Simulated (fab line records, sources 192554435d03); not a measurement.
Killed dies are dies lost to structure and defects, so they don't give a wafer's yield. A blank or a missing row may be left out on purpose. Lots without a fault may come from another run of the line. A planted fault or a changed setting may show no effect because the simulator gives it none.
Chamber matching | flow n5_finfet | N5_HKMG_FIN_ETCH_67 on rie_diel-03: 4 sister chambers
The step etches SOC in N2/H2, stops on TiN, target depth 388.9 nm. 16 wafers are shown with their chamber, then 8 later ones without.

WAFERS WITH THEIR CHAMBER
wafer  | chamber | showerhead_plenum_p_Torr (Torr) | drypump_motor_current_A (A) | rf_vpp_V (V)
L075.2 | 3       | 2.51                            | 5.7                         | 240.9
L075.5 | 1       | 2.50                            | 6.0                         | 240.5
L075.6 | 2       | 2.61                            | 5.4                         | 242.7
L077.2 | 0       | 2.60                            | 5.9                         | 242.4
L077.5 | 3       | 2.50                            | 5.7                         | 239.2
L077.6 | 0       | 2.60                            | 5.8                         | 241.5
L083.1 | 1       | 2.49                            | 6.0                         | 241.2
L083.5 | 2       | 2.61                            | 5.4                         | 242.0
L083.6 | 3       | 2.50                            | 5.7                         | 240.1
L085.1 | 1       | 2.49                            | 6.0                         | 240.3
L085.4 | 1       | 2.49                            | 6.0                         | 240.0
L085.5 | 2       | 2.61                            | 5.3                         | 242.3
L090.3 | 0       | 2.59                            | 5.9                         | 242.4
L090.4 | 1       | 2.48                            | 6.0                         | 239.1
L090.6 | 3       | 2.49                            | 5.7                         | 240.9
L091.1 | 1       | 2.48                            | 6.0                         | 240.3

SIGNATURES (means of the wafers above)
reading                  | chamber 0 | chamber 1 | chamber 2 | chamber 3 | scatter within a chamber
showerhead_plenum_p_Torr | 2.5967    | 2.4883    | 2.6100    | 2.5000    | 0.00677
drypump_motor_current_A  | 5.867     | 6.000     | 5.367     | 5.700     | 0.0333
rf_vpp_V                 | 242.100   | 240.233   | 242.333   | 240.275   | 0.652
Rule: a wafer's distance from a chamber is the root of the sum, over the readings, of the square of ((its reading less the chamber's mean) divided by the reading's scatter). The wafer belongs to the nearest chamber; if the next one is less than 2 further off, it can't be placed. The scatter: the root of (the sum of the squares of (reading less its chamber's mean) over the shown wafers, divided by (wafers less chambers)).

WAFERS WITHOUT THEIR CHAMBER
wafer  | showerhead_plenum_p_Torr (Torr) | drypump_motor_current_A (A) | rf_vpp_V (V)
L091.3 | 2.49                            | 5.7                         | 239.7
L091.4 | 2.59                            | 5.9                         | 241.6
L092.2 | 2.49                            | 5.7                         | 240.0
L092.4 | 2.48                            | 6.0                         | 240.1
L092.6 | 2.59                            | 5.8                         | 239.9
L095.1 | 2.48                            | 6.0                         | 240.1
L095.3 | 2.59                            | 5.9                         | 241.5
L095.4 | 2.60                            | 5.3                         | 241.6

WHICH CHAMBER EACH WENT THROUGH
wafer  | from the rows above | in truth
L091.3 | 3                   | 3
L091.4 | 0                   | 0
L092.2 | 3                   | 3
L092.4 | 1                   | 1
L092.6 | 0                   | 0
L095.1 | 1                   | 1
L095.3 | 0                   | 0
L095.4 | 2                   | 2
Placed correctly: 8 of 8. Can't be placed from these rows: 0. Placed wrongly: 0.
